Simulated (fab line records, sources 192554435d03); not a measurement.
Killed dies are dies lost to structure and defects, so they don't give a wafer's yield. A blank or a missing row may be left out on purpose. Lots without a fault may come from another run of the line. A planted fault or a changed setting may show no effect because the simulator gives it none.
Chamber matching | flow n5_finfet | N5_BEOL_M3_DEP_57 on pecvd-04: 3 sister chambers
The step deposits SiCN from 3MS/NH3, target thk 8 nm, time 14 s. 3 wafers are shown with their chamber, then 10 later ones without.

WAFERS WITH THEIR CHAMBER
wafer  | chamber | showerhead_plenum_p_Torr (Torr)
L086.3 | 0       | 3.684
L091.3 | 2       | 3.684
L091.5 | 1       | 3.641

WAFERS WITHOUT THEIR CHAMBER
wafer  | showerhead_plenum_p_Torr (Torr)
L091.6 | 3.686
L092.2 | 3.644
L092.5 | 3.637
L092.6 | 3.705
L095.2 | 3.683
L095.3 | 3.693
L095.5 | 3.650
L096.1 | 3.684
L096.3 | 3.693
L096.5 | 3.692

WHICH CHAMBER EACH WENT THROUGH
wafer  | from the rows above     | in truth
L091.6 | can't be placed: 0 or 2 | 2
L092.2 | 1                       | 1
L092.5 | 1                       | 1
L092.6 | can't be placed: 0 or 2 | 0
L095.2 | can't be placed: 0 or 2 | 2
L095.3 | can't be placed: 0 or 2 | 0
L095.5 | 1                       | 1
L096.1 | can't be placed: 0 or 2 | 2
L096.3 | can't be placed: 0 or 2 | 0
L096.5 | can't be placed: 0 or 2 | 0
Placed correctly: 3 of 10. Can't be placed from these rows: 7 (the true chamber is among the candidates in 7). Placed wrongly: 0.
How it was worked out, from the rows above alone: a wafer's distance from a chamber is the root of the sum, over the readings, of the square of ((its reading less the chamber's mean) divided by the reading's scatter). The wafer belongs to the nearest chamber; if the next one is less than 2 further off, it can't be placed. A chamber's mean is the mean of its shown wafers. The scatter: with one shown wafer a chamber, the root of the mean of the squares of how far each hidden wafer lies from its nearest shown one.
